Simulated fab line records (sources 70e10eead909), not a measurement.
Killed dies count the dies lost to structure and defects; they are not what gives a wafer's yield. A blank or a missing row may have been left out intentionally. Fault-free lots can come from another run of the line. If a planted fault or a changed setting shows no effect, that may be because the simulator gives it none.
Chamber matching	flow nand harc	NHARC_P_M2_PRE_CLEAN_32 on pecvd-01 has 3 sister chambers
The step time 12 s. 14 wafers are shown with their chamber, then 7 later ones without.

## WAFERS, EACH WITH ITS CHAMBER
wafer	chamber	heater power w (W)
L075.1	1	619
L075.2	0	613
L075.3	2	560
L077.1	2	662
L077.2	1	624
L077.6	0	513
L078.3	2	646
L078.4	2	655
L078.6	1	634
L085.2	1	555
L085.5	1	576
L085.6	0	555
L088.1	1	654
L088.2	2	626

SIGNATURES (averages over the wafers above)
reading	chamber 0	chamber 1	chamber 2	scatter within a chamber
heater power w	560.33	610.33	629.80	41.4
Rule: for a wafer and a chamber, the distance is found by dividing, reading by reading, the gap between the wafer's reading and the chamber's mean by the reading's scatter, squaring, summing and taking the root. If the next closest chamber is less than 2 further off than the closest, the wafer can't be placed; otherwise it belongs to the closest. The scatter: take each reading less its chamber's mean, square it, sum over the shown wafers, divide by the number of wafers less the number of chambers, and take the root.

## WAFERS WITH NO CHAMBER GIVEN
wafer	heater power w (W)
L088.4	660
L095.3	546
L095.5	535
L095.6	595
L097.1	611
L097.3	586
L097.4	619

## THE CHAMBER EACH PASSED THROUGH
wafer	from the rows above	in truth
L088.4	can't be placed: 2 or 1 or 0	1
L095.3	can't be placed: 0 or 1 or 2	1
L095.5	can't be placed: 0 or 1 or 2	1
L095.6	can't be placed: 1 or 0 or 2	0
L097.1	can't be placed: 1 or 2 or 0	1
L097.3	can't be placed: 1 or 0 or 2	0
L097.4	can't be placed: 1 or 2 or 0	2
0 of 7 placed correctly. Not placeable from these rows: 7 (in 7, the candidates include the true chamber). 0 placed wrongly.
